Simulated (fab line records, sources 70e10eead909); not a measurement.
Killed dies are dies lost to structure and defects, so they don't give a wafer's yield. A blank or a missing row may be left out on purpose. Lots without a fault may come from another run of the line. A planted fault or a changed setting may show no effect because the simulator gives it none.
Which tool did it? | flow nand_harc | 13 lots, 39 wafers sampled, at 5 steps of a route of 1159

WHAT THE GAUGES READ, wafer by wafer
NHARC_END_WLT_00.
lot  | measured     | on        | VT_DECK1_BOTTOM   | VT_DECK1_BOTTOM_INNER | VT_DECK1_MEDIAN_NEAR_BOTTOM | VT_DECK1_MEDIAN_NEAR_BOTTOM_INNER | VT_DECK1_MIDDLE   | VT_DECK1_MIDDLE_INNER | VT_DECK1_TOP      | VT_DECK1_TOP_INNER
L599 | day 19 19:24 | prober-02 | 0.874 0.871 0.866 | 0.870 0.869 0.871     | 0.877 0.873 0.870           | 0.876 0.868 0.870                 | 0.887 0.882 0.876 | 0.874 0.884 0.883     | 0.894 0.892 0.896 | 0.892 0.892 0.898
L598 | day 20 00:26 | prober-01 | 0.865 0.877 0.868 | 0.872 0.877 0.869     | 0.868 0.870 0.868           | 0.864 0.876 0.872                 | 0.879 0.891 0.888 | 0.891 0.889 0.886     | 0.903 0.904 0.901 | 0.901 0.902 0.909
L611 | day 22 02:44 | prober-01 | 0.863 0.865 0.865 | 0.862 0.856 0.861     | 0.863 0.862 0.862           | 0.863 0.860 0.867                 | 0.868 0.870 0.871 | 0.875 0.876 0.877     | 0.889 0.887 0.884 | 0.882 0.892 0.888
L610 | day 22 10:29 | prober-01 | 0.874 0.863 0.860 | 0.872 0.863 0.853     | 0.866 0.869 0.852           | 0.878 0.868 0.857                 | 0.880 0.888 0.882 | 0.882 0.875 0.872     | 0.886 0.887 0.891 | 0.887 0.887 0.885
L614 | day 23 00:16 | prober-01 | 0.880 0.872 0.875 | 0.883 0.870 0.880     | 0.882 0.877 0.870           | 0.873 0.876 0.876                 | 0.887 0.885 0.891 | 0.889 0.885 0.884     | 0.902 0.903 0.895 | 0.901 0.901 0.898
L615 | day 23 10:56 | prober-01 | 0.870 0.877 0.869 | 0.872 0.871 0.863     | 0.865 0.876 0.863           | 0.880 0.878 0.866                 | 0.894 0.882 0.889 | 0.893 0.888 0.881     | 0.896 0.896 0.889 | 0.897 0.894 0.890
L613 | day 23 00:47 | prober-02 | 0.857 0.867 0.863 | 0.856 0.872 0.868     | 0.863 0.873 0.875           | 0.871 0.871 0.867                 | 0.876 0.885 0.879 | 0.879 0.885 0.882     | 0.889 0.893 0.888 | 0.880 0.893 0.899
L616 | day 23 11:27 | prober-02 | 0.874 0.880 0.873 | 0.876 0.878 0.878     | 0.874 0.878 0.872           | 0.884 0.873 0.877                 | 0.889 0.897 0.889 | 0.893 0.882 0.889     | 0.901 0.906 0.902 | 0.901 0.910 0.901
L618 | day 23 19:15 | prober-01 | 0.878 0.864 0.870 | 0.873 0.864 0.871     | 0.879 0.876 0.875           | 0.877 0.871 0.872                 | 0.882 0.884 0.883 | 0.881 0.875 0.886     | 0.888 0.893 0.893 | 0.898 0.892 0.892
L620 | day 24 04:03 | prober-02 | 0.870 0.873 0.891 | 0.882 0.870 0.877     | 0.870 0.876 0.878           | 0.869 0.868 0.876                 | 0.887 0.882 0.889 | 0.883 0.883 0.892     | 0.894 0.899 0.895 | 0.902 0.902 0.895
L619 | day 24 11:16 | prober-01 | 0.881 0.882 0.873 | 0.880 0.874 0.877     | 0.883 0.884 0.871           | 0.884 0.880 0.870                 | 0.890 0.891 0.888 | 0.890 0.892 0.892     | 0.906 0.909 0.905 | 0.901 0.910 0.899

NHARC_END_SORT_01.
lot  | measured     | on        | killed_at_array | killed_at_other | killed_at_periphery | killed_dies | killed_open | killed_short
L608 | day 21 12:50 | prober-01 | 472 432 439     | 3 1 0           | 6 5 5               | 481 438 444 | 4 1 3       | 0 1 1
L609 | day 22 05:38 | prober-02 | 410 438 455     | 2 0 0           | 7 3 4               | 419 441 459 | 2 2 5       | 3 2 0

WHICH TOOL RAN EACH LOT (tool, then ch and the chambers of the sampled wafers, then the start)
lot  | NHARC_A_CONTACT_DEP_57        | NHARC_THIN_TSV_PRE_CLEAN_54  | NHARC_THIN_TSV_STRIP_56
L599 | acl_dep-02 ch 0, day 16 07:31 | pvd_sputter-03, day 19 05:52 | plasma_asher-01 ch 0,1, day 19 07:28
L598 | acl_dep-01 ch 0, day 16 15:46 | pvd_sputter-01, day 19 07:46 | plasma_asher-01 ch 0,1, day 19 09:29
L608 | acl_dep-02 ch 0, day 18 21:15 | -                            | -
L609 | acl_dep-02 ch 0, day 19 11:05 | -                            | -
L611 | acl_dep-03 ch 0, day 19 12:49 | pvd_sputter-02, day 21 17:41 | plasma_asher-02 ch 0, day 21 19:23
L610 | acl_dep-03 ch 0, day 19 16:29 | pvd_sputter-03, day 21 20:13 | plasma_asher-01 ch 0,1, day 21 22:16
L614 | acl_dep-03 ch 0, day 20 07:40 | pvd_sputter-03, day 22 17:18 | plasma_asher-01 ch 0,1, day 22 19:02
L615 | acl_dep-01 ch 0, day 20 07:51 | pvd_sputter-01, day 23 04:25 | plasma_asher-02 ch 0,1, day 23 06:07
L613 | acl_dep-03 ch 0, day 20 11:54 | pvd_sputter-02, day 22 18:46 | plasma_asher-02 ch 0,1, day 22 20:30
L616 | acl_dep-03 ch 0, day 20 17:32 | pvd_sputter-03, day 23 03:37 | plasma_asher-01 ch 0,1, day 23 05:32
L618 | acl_dep-03 ch 0, day 21 07:22 | pvd_sputter-03, day 23 13:11 | plasma_asher-01 ch 0, day 23 15:07
L620 | acl_dep-03 ch 0, day 21 17:47 | pvd_sputter-01, day 23 18:19 | plasma_asher-02 ch 0,1, day 23 20:09
L619 | acl_dep-01 ch 0, day 21 20:29 | pvd_sputter-03, day 23 22:37 | plasma_asher-01 ch 0,1, day 24 00:39
- NHARC_A_CONTACT_DEP_57: deposits aC, target thk 2800 nm.
- NHARC_THIN_TSV_PRE_CLEAN_54: time 30 s.
- NHARC_THIN_TSV_STRIP_56: strips in O2.

WHAT THE TOOLS THEMSELVES READ (means of the sampled wafers that have a number; where no wafer has one, the mark that the record gives instead)
NHARC_A_CONTACT_DEP_57.
lot  | tool       | throttle_valve_pct (%)
L599 | acl_dep-02 | 35.000
L598 | acl_dep-01 | 35.008
L608 | acl_dep-02 | 35.008
L609 | acl_dep-02 | 34.997
L611 | acl_dep-03 | 34.993
L610 | acl_dep-03 | 34.997
L614 | acl_dep-03 | 34.990
L615 | acl_dep-01 | 35.018
L613 | acl_dep-03 | 34.997
L616 | acl_dep-03 | 34.999
L618 | acl_dep-03 | 34.997
L620 | acl_dep-03 | 35.009
L619 | acl_dep-01 | 34.990

NHARC_THIN_TSV_PRE_CLEAN_54.
lot  | tool           | heater_power_w (W)
L599 | pvd_sputter-03 | 398
L598 | pvd_sputter-01 | 419
L611 | pvd_sputter-02 | 431
L610 | pvd_sputter-03 | 422
L614 | pvd_sputter-03 | 393
L615 | pvd_sputter-01 | 431
L613 | pvd_sputter-02 | 414
L616 | pvd_sputter-03 | 389
L618 | pvd_sputter-03 | 423
L620 | pvd_sputter-01 | 426
L619 | pvd_sputter-03 | 406

NHARC_THIN_TSV_STRIP_56.
lot  | tool            | drypump_motor_current_A (A) | heater_power_w (W)
L599 | plasma_asher-01 | 5.4                         | 354
L598 | plasma_asher-01 | 5.5                         | 350
L611 | plasma_asher-02 | 5.5                         | 329
L610 | plasma_asher-01 | 5.4                         | 352
L614 | plasma_asher-01 | 5.5                         | 366
L615 | plasma_asher-02 | 5.7                         | 330
L613 | plasma_asher-02 | 5.9                         | 333
L616 | plasma_asher-01 | 5.4                         | 350
L618 | plasma_asher-01 | 5.2                         | 343
L620 | plasma_asher-02 | 5.9                         | 339
L619 | plasma_asher-01 | 5.4                         | 358

THE ANSWER, worked out from the rows above alone
Rule: what is usual is taken from the lots themselves. Put in order of their means at a reading, lots are off if they are a third of the lots or fewer, leave a main group of 4 or more, and stand apart from it by a gap of 3 or more times the standard deviation of the main group's means; of several such gaps the widest counts. A main group whose means are all the same, to the digits that the tables above print for the reading, isn't used. A lot without any number at a reading at which 4 lots or more have one is off too. The other lots that the step has rows for count as sound. The gauges are gone through in route order, then the tools' own readings, and for those a lot's mean is taken as printed above. The first step at which some lot is off is used, and at that step the reading that is off furthest; a lot without a number counts as furthest.
No lot is off at any reading shown: from this, nothing can be told.

WHAT THE SIMULATOR HAD PUT IN
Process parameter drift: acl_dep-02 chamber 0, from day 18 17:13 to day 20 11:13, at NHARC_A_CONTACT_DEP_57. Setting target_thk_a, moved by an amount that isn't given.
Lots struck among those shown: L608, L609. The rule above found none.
